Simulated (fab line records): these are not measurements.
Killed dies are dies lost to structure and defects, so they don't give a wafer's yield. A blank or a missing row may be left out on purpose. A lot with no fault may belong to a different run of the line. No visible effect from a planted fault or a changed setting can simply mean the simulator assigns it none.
Lot-split experiment	flow n5 finfet	route with 1938 steps; 7 lots, 21 wafers read

ABOUT THE SPLIT
At N5_BEOL_M12_ETCH_68 (etches SOC in N2/H2, time 285 s), the setting time s was moved away from the recipe's 285 s on 11 of the 21 wafers read, by -10.9% to +17.1%. All remaining wafers had this setting at the recipe value.

The reading is taken at the split's own step.

THE READING
SiARC_of_BEOL_M12_COAT_66.thk nm (the simulator's own value, which no gauge read), in nm, at N5_BEOL_M12_ETCH_68 (etches SOC in N2/H2, time 285 s). The file gives no usual value for it. Here, 10 wafers ran the recipe; their average is 85.6 nm with a standard deviation of 0.43 nm.

wafer	tool, chamber at the split	time s as run, s	against the recipe	SiARC_of_BEOL_M12_COAT_66.thk nm, nm	against lot-mates on the recipe
L074.2	rie diel-04, 3,0	285	recipe	85	-
L074.4	rie diel-04, 3,0	285	recipe	85	-
L074.6	rie diel-04, 2	302.5	+6.1%	84	-1.0
L077.1	rie diel-02, 0	301	+5.6%	86.2	no lot-mate on the recipe
L077.2	rie diel-02, 1	301	+5.6%	84.4	no lot-mate on the recipe
L077.4	rie diel-02, 3	301	+5.6%	85.4	no lot-mate on the recipe
L078.2	rie diel-05, 2	285	recipe	86.4	-
L078.3	rie diel-05, 0	254	-10.9%	88.4	+2.0
L078.6	rie diel-05, 2	254	-10.9%	89.2	+2.8
L087.1	rie diel-05, 1,2	285	recipe	85.6	-
L087.6	rie diel-05, 1,2	285	recipe	85.6	-
L087.2	rie diel-05, 2	285	recipe	85.4	-
L089.4	rie diel-05, 1	285	recipe	86.2	-
L089.5	rie diel-05, 2	285	recipe	85.8	-
L089.6	rie diel-05, 3	333.8	+17.1%	81.4	-4.6
L091.2	rie diel-02, 3	302	+6.0%	84.2	-1.4
L091.5	rie diel-02, 0	285	recipe	85.6	-
L091.6	rie diel-02, 3	302	+6.0%	84.8	-0.8
L090.1	rie diel-02, 3	257.1	-9.8%	88.2	+2.4
L090.4	rie diel-02, 2	257.1	-9.8%	88	+2.2
L090.6	rie diel-02, 2	285	recipe	85.8	-
When a row names more than one chamber, that row covers several wafers, and the file does not tell which wafer ran in which chamber.

THE FIT
A straight line over all 21 wafers: SiARC_of_BEOL_M12_COAT_66.thk nm changes by -0.239 nm for each +1% of time s; r = -0.94; the points scatter about the line by 0.61 nm.
The same after taking each lot's own level away (the mean of its wafers on the recipe; 18 wafers): -0.235 nm for each +1%; r = -0.99; scatter 0.29 nm.
According to that fit, moving time s by its largest amount changes the reading by 4 nm.
The span of the lots' own levels, 85.00 to 86.40 nm, comes to 3.3 times the standard deviation stated above.
Consequently the slope shifts little with the lot-to-lot level, the two slopes agreeing.
Check: for one of the wafers moved furthest among these (+17.1%), held out of the fit, the line's prediction against its lot-mates is -3.59 nm. It came out at -4.6 nm against them.

THESE WAFERS: OTHER SPLITS
These wafers also went through other splits before the reading. Each is held against what the fit with the lots' levels taken away leaves over:
other split on the same wafers	wafers away from the commonest value	r with SiARC_of_BEOL_M12_COAT_66.thk nm (lot level and that fit taken away)
N5_BEOL_M10_ALD_74 ald cycles	9	-0.32

THE FILE'S OWN FIT
SiARC_of_BEOL_M12_COAT_66.thk nm changes by -0.241 nm for each +1% of time s, r = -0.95.
